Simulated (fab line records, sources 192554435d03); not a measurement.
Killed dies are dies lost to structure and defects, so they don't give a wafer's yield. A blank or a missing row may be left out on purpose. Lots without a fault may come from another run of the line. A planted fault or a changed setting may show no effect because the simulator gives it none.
Which tool did it? | flow n5_finfet | 24 lots, 72 wafers sampled, at 6 steps of a route of 1938

WHAT THE GAUGES READ, wafer by wafer
N5_BEOL_M3_THK_MEAS_01. Usual: M3_ILD_THK 78.7 nm, standard deviation 1.2.
lot  | measured     | on            | M3_ILD_THK (nm) | flag
L074 | day 7 10:42  | film_metro-02 | 76.7 78.1 77.6  |
L075 | day 7 19:40  | film_metro-02 | 77.8 79.5 79.7  |
L076 | day 8 00:29  | film_metro-01 | 79.5 80.2 79.4  |
L077 | day 8 00:46  | film_metro-02 | 78.1 79.7 79.4  |
L078 | day 8 02:23  | film_metro-02 | 77.6 79.4 78.5  |
L079 | day 8 14:24  | film_metro-02 | 79.9 80.0 78.9  |
L080 | day 8 23:18  | film_metro-01 | 77.2 77.9 78.0  |
L081 | day 9 03:52  | film_metro-02 | 77.8 79.1 79.5  |
L082 | day 9 11:43  | film_metro-01 | 78.8 78.1 79.9  |
L083 | day 9 15:04  | film_metro-01 | 78.0 77.5 79.6  |
L085 | day 9 17:45  | film_metro-01 | 78.1 79.7 78.7  |
L084 | day 10 01:32 | film_metro-02 | 78.9 78.1 79.9  |
L088 | day 10 08:28 | film_metro-02 | 78.8 77.6 81.0  |
L086 | day 10 08:46 | film_metro-02 | 77.5 78.3 78.9  |
L087 | day 10 23:29 | film_metro-02 | 75.9 78.1 78.1  |
L089 | day 11 01:52 | film_metro-02 | 76.2 80.1 78.0  |
L090 | day 11 08:08 | film_metro-01 | 78.3 76.8 77.2  |
L091 | day 11 13:39 | film_metro-02 | 77.5 78.8 80.1  |
L092 | day 12 03:29 | film_metro-02 | 78.4 78.8 79.9  |
L094 | day 12 06:04 | film_metro-02 | 78.4 78.5 78.5  |
L093 | day 12 06:31 | film_metro-02 | 77.4 78.2 79.1  |
L096 | day 12 11:22 | film_metro-01 | 77.1 78.6 78.2  |
L095 | day 12 09:50 | film_metro-02 | 77.6 78.9 80.7  |
L097 | day 12 22:10 | film_metro-01 | 77.7 80.3 80.4  |

WHICH TOOL RAN EACH LOT (tool, then ch and the chambers of the sampled wafers, then the start)
lot  | N5_BEOL_M2_DEGAS_44          | N5_BEOL_M2_ANNEAL_82         | N5_BEOL_M2_ANNEAL_89         | N5_BEOL_M2_SPUTTER_90        | N5_BEOL_M2_ANNEAL_91
L074 | pvd_sputter-03, day 7 07:08  | pvd_sputter-01, day 7 08:17  | pvd_sputter-01, day 7 08:43  | pvd_sputter-01, day 7 08:52  | pvd_sputter-01, day 7 08:56
L075 | pvd_sputter-01, day 7 07:11  | pvd_sputter-02, day 7 08:17  | pvd_sputter-02, day 7 08:44  | pvd_sputter-02, day 7 17:50  | pvd_sputter-02, day 7 17:55
L076 | pvd_sputter-03, day 7 20:50  | pvd_sputter-02, day 7 22:04  | pvd_sputter-02, day 7 22:30  | pvd_sputter-02, day 7 22:38  | pvd_sputter-02, day 7 22:43
L077 | pvd_sputter-03, day 7 21:02  | pvd_sputter-01, day 7 22:16  | pvd_sputter-01, day 7 22:43  | pvd_sputter-01, day 7 22:51  | pvd_sputter-01, day 7 22:56
L078 | pvd_sputter-03, day 7 21:09  | pvd_sputter-02, day 7 23:56  | pvd_sputter-02, day 8 00:23  | pvd_sputter-02, day 8 00:31  | pvd_sputter-02, day 8 00:36
L079 | pvd_sputter-02, day 8 09:04  | pvd_sputter-01, day 8 11:59  | pvd_sputter-01, day 8 12:25  | pvd_sputter-01, day 8 12:34  | pvd_sputter-01, day 8 12:38
L080 | pvd_sputter-02, day 8 17:53  | pvd_sputter-01, day 8 20:52  | pvd_sputter-01, day 8 21:18  | pvd_sputter-01, day 8 21:26  | pvd_sputter-01, day 8 21:31
L081 | pvd_sputter-03, day 8 23:59  | pvd_sputter-02, day 9 01:24  | pvd_sputter-02, day 9 01:50  | pvd_sputter-02, day 9 01:59  | pvd_sputter-02, day 9 02:04
L082 | pvd_sputter-01, day 9 06:07  | pvd_sputter-03, day 9 08:00  | pvd_sputter-03, day 9 08:26  | pvd_sputter-03, day 9 08:35  | pvd_sputter-03, day 9 08:40
L083 | pvd_sputter-01, day 9 09:27  | pvd_sputter-03, day 9 12:38  | pvd_sputter-03, day 9 13:05  | pvd_sputter-03, day 9 13:13  | pvd_sputter-03, day 9 13:18
L085 | pvd_sputter-02, day 9 14:11  | pvd_sputter-02, day 9 15:20  | pvd_sputter-02, day 9 15:46  | pvd_sputter-02, day 9 15:55  | pvd_sputter-02, day 9 15:59
L084 | pvd_sputter-03, day 9 19:41  | pvd_sputter-03, day 9 22:41  | pvd_sputter-03, day 9 23:07  | pvd_sputter-03, day 9 23:16  | pvd_sputter-03, day 9 23:20
L088 | pvd_sputter-03, day 10 04:46 | pvd_sputter-02, day 10 06:00 | pvd_sputter-02, day 10 06:26 | pvd_sputter-02, day 10 06:35 | pvd_sputter-02, day 10 06:40
L086 | pvd_sputter-01, day 10 04:53 | pvd_sputter-03, day 10 06:04 | pvd_sputter-03, day 10 06:30 | pvd_sputter-03, day 10 06:38 | pvd_sputter-03, day 10 06:43
L087 | pvd_sputter-01, day 10 18:02 | pvd_sputter-01, day 10 21:03 | pvd_sputter-01, day 10 21:29 | pvd_sputter-01, day 10 21:38 | pvd_sputter-01, day 10 21:43
L089 | pvd_sputter-02, day 10 22:19 | pvd_sputter-02, day 10 23:26 | pvd_sputter-02, day 10 23:53 | pvd_sputter-02, day 11 00:01 | pvd_sputter-02, day 11 00:06
L090 | pvd_sputter-02, day 11 04:20 | pvd_sputter-03, day 11 05:43 | pvd_sputter-03, day 11 06:10 | pvd_sputter-03, day 11 06:18 | pvd_sputter-03, day 11 06:23
L091 | pvd_sputter-01, day 11 09:38 | pvd_sputter-01, day 11 11:05 | pvd_sputter-01, day 11 11:31 | pvd_sputter-01, day 11 11:40 | pvd_sputter-01, day 11 11:44
L092 | pvd_sputter-01, day 11 23:30 | pvd_sputter-02, day 12 00:40 | pvd_sputter-02, day 12 01:06 | pvd_sputter-02, day 12 01:14 | pvd_sputter-02, day 12 01:19
L094 | pvd_sputter-02, day 12 02:19 | pvd_sputter-03, day 12 03:32 | pvd_sputter-03, day 12 03:59 | pvd_sputter-03, day 12 04:07 | pvd_sputter-03, day 12 04:12
L093 | pvd_sputter-02, day 12 02:37 | pvd_sputter-02, day 12 04:04 | pvd_sputter-02, day 12 04:30 | pvd_sputter-02, day 12 04:38 | pvd_sputter-02, day 12 04:43
L096 | pvd_sputter-01, day 12 05:55 | pvd_sputter-03, day 12 08:30 | pvd_sputter-03, day 12 08:56 | pvd_sputter-03, day 12 09:05 | pvd_sputter-03, day 12 09:10
L095 | pvd_sputter-03, day 12 06:04 | pvd_sputter-02, day 12 07:14 | pvd_sputter-02, day 12 07:41 | pvd_sputter-02, day 12 07:49 | pvd_sputter-02, day 12 07:54
L097 | pvd_sputter-03, day 12 18:17 | pvd_sputter-03, day 12 19:44 | pvd_sputter-03, day 12 20:11 | pvd_sputter-03, day 12 20:19 | pvd_sputter-03, day 12 20:24
- N5_BEOL_M2_DEGAS_44: time 60 s.
- N5_BEOL_M2_ANNEAL_82: time 240 s.
- N5_BEOL_M2_ANNEAL_89: time 240 s.
- N5_BEOL_M2_SPUTTER_90: material Cu, target thk 4.5 nm, time 8.29 s.
- N5_BEOL_M2_ANNEAL_91: time 240 s.

WHAT THE TOOLS THEMSELVES READ (means of the sampled wafers that have a number; where no wafer has one, the mark that the record gives instead)
N5_BEOL_M2_DEGAS_44. Usual: heater_power_w 361 W, standard deviation 26.
lot  | tool           | heater_power_w (W) | flag
L074 | pvd_sputter-03 | 343                |
L075 | pvd_sputter-01 | 386                |
L076 | pvd_sputter-03 | 367                |
L077 | pvd_sputter-03 | 367                |
L078 | pvd_sputter-03 | 342                |
L079 | pvd_sputter-02 | 346                |
L080 | pvd_sputter-02 | 334                |
L081 | pvd_sputter-03 | 368                |
L082 | pvd_sputter-01 | 379                |
L083 | pvd_sputter-01 | 393                |
L085 | pvd_sputter-02 | 345                |
L084 | pvd_sputter-03 | 371                |
L088 | pvd_sputter-03 | 357                |
L086 | pvd_sputter-01 | 397                |
L087 | pvd_sputter-01 | 388                |
L089 | pvd_sputter-02 | 339                |
L090 | pvd_sputter-02 | 339                |
L091 | pvd_sputter-01 | 367                |
L092 | pvd_sputter-01 | 373                |
L094 | pvd_sputter-02 | 344                |
L093 | pvd_sputter-02 | 340                |
L096 | pvd_sputter-01 | 377                |
L095 | pvd_sputter-03 | 354                |
L097 | pvd_sputter-03 | 349                |

N5_BEOL_M2_ANNEAL_82. Usual: heater_power_w 894 W, standard deviation 66.
lot  | tool           | heater_power_w (W) | flag
L074 | pvd_sputter-01 | 963                |
L075 | pvd_sputter-02 | 831                |
L076 | pvd_sputter-02 | 872                |
L077 | pvd_sputter-01 | 967                |
L078 | pvd_sputter-02 | 862                |
L079 | pvd_sputter-01 | 952                |
L080 | pvd_sputter-01 | 998                |
L081 | pvd_sputter-02 | 855                |
L082 | pvd_sputter-03 | 841                |
L083 | pvd_sputter-03 | 888                |
L085 | pvd_sputter-02 | 853                |
L084 | pvd_sputter-03 | 894                |
L088 | pvd_sputter-02 | 840                |
L086 | pvd_sputter-03 | 935                |
L087 | pvd_sputter-01 | 952                |
L089 | pvd_sputter-02 | 857                |
L090 | pvd_sputter-03 | 914                |
L091 | pvd_sputter-01 | 927                |
L092 | pvd_sputter-02 | 863                |
L094 | pvd_sputter-03 | 899                |
L093 | pvd_sputter-02 | 847                |
L096 | pvd_sputter-03 | 913                |
L095 | pvd_sputter-02 | 859                |
L097 | pvd_sputter-03 | 911                |

N5_BEOL_M2_ANNEAL_89. Usual: heater_power_w 893 W, standard deviation 67.
lot  | tool           | heater_power_w (W) | flag
L074 | pvd_sputter-01 | 973                |
L075 | pvd_sputter-02 | 826                |
L076 | pvd_sputter-02 | 872                |
L077 | pvd_sputter-01 | 950                |
L078 | pvd_sputter-02 | 852                |
L079 | pvd_sputter-01 | 954                |
L080 | pvd_sputter-01 | 983                |
L081 | pvd_sputter-02 | 859                |
L082 | pvd_sputter-03 | 841                |
L083 | pvd_sputter-03 | 890                |
L085 | pvd_sputter-02 | 860                |
L084 | pvd_sputter-03 | 903                |
L088 | pvd_sputter-02 | 816                |
L086 | pvd_sputter-03 | 925                |
L087 | pvd_sputter-01 | 940                |
L089 | pvd_sputter-02 | 838                |
L090 | pvd_sputter-03 | 934                |
L091 | pvd_sputter-01 | 913                |
L092 | pvd_sputter-02 | 843                |
L094 | pvd_sputter-03 | 915                |
L093 | pvd_sputter-02 | 857                |
L096 | pvd_sputter-03 | 914                |
L095 | pvd_sputter-02 | 860                |
L097 | pvd_sputter-03 | 905                |

N5_BEOL_M2_SPUTTER_90. Usual: chamber_pressure_pa 0.06999 Pa, standard deviation 0.00015; throttle_valve_pct 29.7 %, standard deviation 0.93.
lot  | tool           | chamber_pressure_pa (Pa) | throttle_valve_pct (%) | flag
L074 | pvd_sputter-01 | 0.06980                  | 30.0                   |
L075 | pvd_sputter-02 | 0.06997                  | 29.3                   |
L076 | pvd_sputter-02 | 0.07004                  | 29.2                   |
L077 | pvd_sputter-01 | 0.06993                  | 30.3                   |
L078 | pvd_sputter-02 | 0.07003                  | 29.5                   |
L079 | pvd_sputter-01 | 0.06997                  | 30.5                   |
L080 | pvd_sputter-01 | 0.06985                  | 29.7                   |
L081 | pvd_sputter-02 | 0.06999                  | 28.8                   |
L082 | pvd_sputter-03 | 0.07007                  | 30.3                   |
L083 | pvd_sputter-03 | 0.06991                  | 30.2                   |
L085 | pvd_sputter-02 | 0.06993                  | 29.2                   |
L084 | pvd_sputter-03 | 0.06992                  | 30.1                   |
L088 | pvd_sputter-02 | 0.07002                  | 29.2                   |
L086 | pvd_sputter-03 | 0.07002                  | 29.7                   |
L087 | pvd_sputter-01 | 0.06995                  | 29.3                   |
L089 | pvd_sputter-02 | 0.07009                  | 29.2                   |
L090 | pvd_sputter-03 | 0.07015                  | 29.8                   |
L091 | pvd_sputter-01 | 0.06981                  | 30.6                   |
L092 | pvd_sputter-02 | 0.06998                  | 29.4                   |
L094 | pvd_sputter-03 | 0.06994                  | 29.2                   |
L093 | pvd_sputter-02 | 0.07007                  | 29.4                   |
L096 | pvd_sputter-03 | 0.07016                  | 29.5                   |
L095 | pvd_sputter-02 | 0.06996                  | 30.0                   |
L097 | pvd_sputter-03 | 0.06988                  | 29.6                   |

N5_BEOL_M2_ANNEAL_91. Usual: heater_power_w 894 W, standard deviation 65.
lot  | tool           | heater_power_w (W) | flag
L074 | pvd_sputter-01 | 987                |
L075 | pvd_sputter-02 | 836                |
L076 | pvd_sputter-02 | 865                |
L077 | pvd_sputter-01 | 963                |
L078 | pvd_sputter-02 | 851                |
L079 | pvd_sputter-01 | 969                |
L080 | pvd_sputter-01 | 980                |
L081 | pvd_sputter-02 | 858                |
L082 | pvd_sputter-03 | 833                |
L083 | pvd_sputter-03 | 893                |
L085 | pvd_sputter-02 | 842                |
L084 | pvd_sputter-03 | 889                |
L088 | pvd_sputter-02 | 832                |
L086 | pvd_sputter-03 | 918                |
L087 | pvd_sputter-01 | 950                |
L089 | pvd_sputter-02 | 840                |
L090 | pvd_sputter-03 | 928                |
L091 | pvd_sputter-01 | 918                |
L092 | pvd_sputter-02 | 863                |
L094 | pvd_sputter-03 | 908                |
L093 | pvd_sputter-02 | 870                |
L096 | pvd_sputter-03 | 911                |
L095 | pvd_sputter-02 | 868                |
L097 | pvd_sputter-03 | 918                |

THE ANSWER, worked out from the rows above alone
Rule: a lot is off if the mean of its wafers that have a number lies more than 3 standard deviations from the usual mean. A lot without any number at a reading at which 4 lots or more have one is off too. The other lots that the step has rows for count as sound. The gauges are gone through in route order, then the tools' own readings, and for those a lot's mean is taken as printed above. The first step at which some lot is off is used, and at that step the reading that is off furthest; a lot without a number counts as furthest.
No lot is off at any reading shown: from this, nothing can be told.

WHAT THE SIMULATOR HAD PUT IN
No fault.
